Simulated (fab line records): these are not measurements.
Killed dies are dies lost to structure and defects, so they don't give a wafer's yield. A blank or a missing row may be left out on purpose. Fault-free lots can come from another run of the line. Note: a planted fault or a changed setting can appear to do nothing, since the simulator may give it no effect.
Split-lot trial    flow n5 finfet    39 wafers read from 7 lots, route of 1938 steps

SPLIT DETAILS
At N5_BEOL_M14_DEP_53 (deposits SiCN from 3MS/NH3, target thk 50 nm, time 17.8 s), the setting target thk a was moved away from the recipe's 500 angstrom on 12 of the 39 wafers read, by -47.5% to +49.6%. This setting was run at the recipe's value on the other wafers.

The split's own step is where the reading is taken.

THE READING
SiCN_of_BEOL_M14_DEP_53.thk nm (the simulator's own value, which no gauge read), in nm, at N5_BEOL_M14_DEP_53 (deposits SiCN from 3MS/NH3, target thk 50 nm, time 17.8 s). The file gives no usual value for it. Average 50.1 nm, standard deviation 0.74 nm, over the 27 wafers here run with the recipe.

wafer   tool, chamber at the split  target thk a as run, angstrom  against the recipe  SiCN_of_BEOL_M14_DEP_53.thk nm, nm  against lot-mates on the recipe
L076.1  pecvd-03, 1,2               500                            recipe              50                                  -
L076.4  pecvd-03, 1,2               500                            recipe              50                                  -
L076.2  pecvd-03, 2,0               500                            recipe              49.2                                -
L076.3  pecvd-03, 2,0               500                            recipe              49.2                                -
L076.5  pecvd-03, 0                 500                            recipe              50.8                                -
L076.6  pecvd-03, 1                 500                            recipe              51.2                                -
L077.1  pecvd-03, 2                 500                            recipe              50                                  -
L077.2  pecvd-03, 1                 500                            recipe              51                                  -
L077.3  pecvd-03, 0                 417.5                          -16.5%              42                                  -9.0
L077.4  pecvd-03, 0                 417.5                          -16.5%              42.2                                -8.8
L077.5  pecvd-03, 2                 417.5                          -16.5%              41.8                                -9.2
L077.6  pecvd-03, 1                 500                            recipe              52                                  -
L079.1  pecvd-03, 2                 500                            recipe              49                                  -
L079.2  pecvd-03, 1                 500                            recipe              50.4                                -
L079.3  pecvd-03, 0                 500                            recipe              49.6                                -
L079.4  pecvd-03, 1                 500                            recipe              50.8                                -
L079.5  pecvd-03, 2                 500                            recipe              50.2                                -
L079.6  pecvd-03, 0                 500                            recipe              50                                  -
L080.1  pecvd-04, 2,1               500                            recipe              49.6                                -
L080.3  pecvd-04, 2,1               500                            recipe              49.6                                -
L080.2  pecvd-04, 0                 334.4                          -33.1%              32.8                                -16.9
L080.4  pecvd-04, 1                 334.4                          -33.1%              33.2                                -16.5
L080.5  pecvd-04, 0                 334.4                          -33.1%              33                                  -16.7
L080.6  pecvd-04, 2                 500                            recipe              49.8                                -
L083.1  pecvd-04, 1                 500                            recipe              49.6                                -
L083.2  pecvd-04, 0                 748                            +49.6%              73.6                                +23.9
L083.3  pecvd-04, 2                 500                            recipe              49.2                                -
L083.4  pecvd-04, 2                 500                            recipe              50.4                                -
L083.5  pecvd-04, 0                 748                            +49.6%              74.6                                +24.9
L083.6  pecvd-04, 1                 748                            +49.6%              75                                  +25.3
L087.1  pecvd-03, 1                 262.6                          -47.5%              26.4                                -24.3
L087.2  pecvd-03, 2                 500                            recipe              49.8                                -
L087.3  pecvd-03, 0                 262.6                          -47.5%              25.6                                -25.1
L087.4  pecvd-03, 2                 262.6                          -47.5%              26                                  -24.7
L087.5  pecvd-03, 0                 500                            recipe              51                                  -
L087.6  pecvd-03, 1                 500                            recipe              51.2                                -
L091.1  pecvd-03, 2                 500                            recipe              49.2                                -
L091.2  pecvd-03, 1                 500                            recipe              49.8                                -
L091.4  pecvd-03, 0                 500                            recipe              50.4                                -
If several chambers appear in one row, that row covers several wafers at once and the file leaves open which wafer was in which chamber.

FIT RESULTS
A straight line over all 39 wafers: SiCN_of_BEOL_M14_DEP_53.thk nm changes by +0.501 nm for each +1% of target thk a; r = +1.00; the points scatter about the line by 0.7 nm.
The same after taking each lot's own level away (the mean of its wafers on the recipe; 39 wafers): +0.508 nm for each +1%; r = +1.00; scatter 0.61 nm.
On that fit, the largest move of target thk a shifts the reading by 25 nm.
Across the lots, their own levels run from 49.67 to 51.00 nm, a range of 1.8 times the standard deviation given above.
So the lot-to-lot level changes the slope little: the two slopes agree.
Check: for one of the wafers moved furthest among these (+49.6%), held out of the fit, the line's prediction against its lot-mates is +25.3 nm. Against them it came out at +23.9 nm.

OTHER SPLITS APPLIED TO THESE WAFERS
Before the reading, these wafers also passed through other splits. Each is held against what the fit with the lots' levels taken away leaves over:
other split on the same wafers    wafers away from the commonest value  r with SiCN_of_BEOL_M14_DEP_53.thk nm (lot level and that fit taken away)
N5_BEOL_M8_TRENCH_ETCH_37 time s  15                                    +0.32
N5_BEOL_M10_DEP_56 target thk a   15                                    +0.11
N5_BEOL_M12_ETCH_68 time s        12                                    +0.00

FILE'S OWN FIT
SiCN_of_BEOL_M14_DEP_53.thk nm changes by +0.509 nm for each +1% of target thk a, r = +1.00.
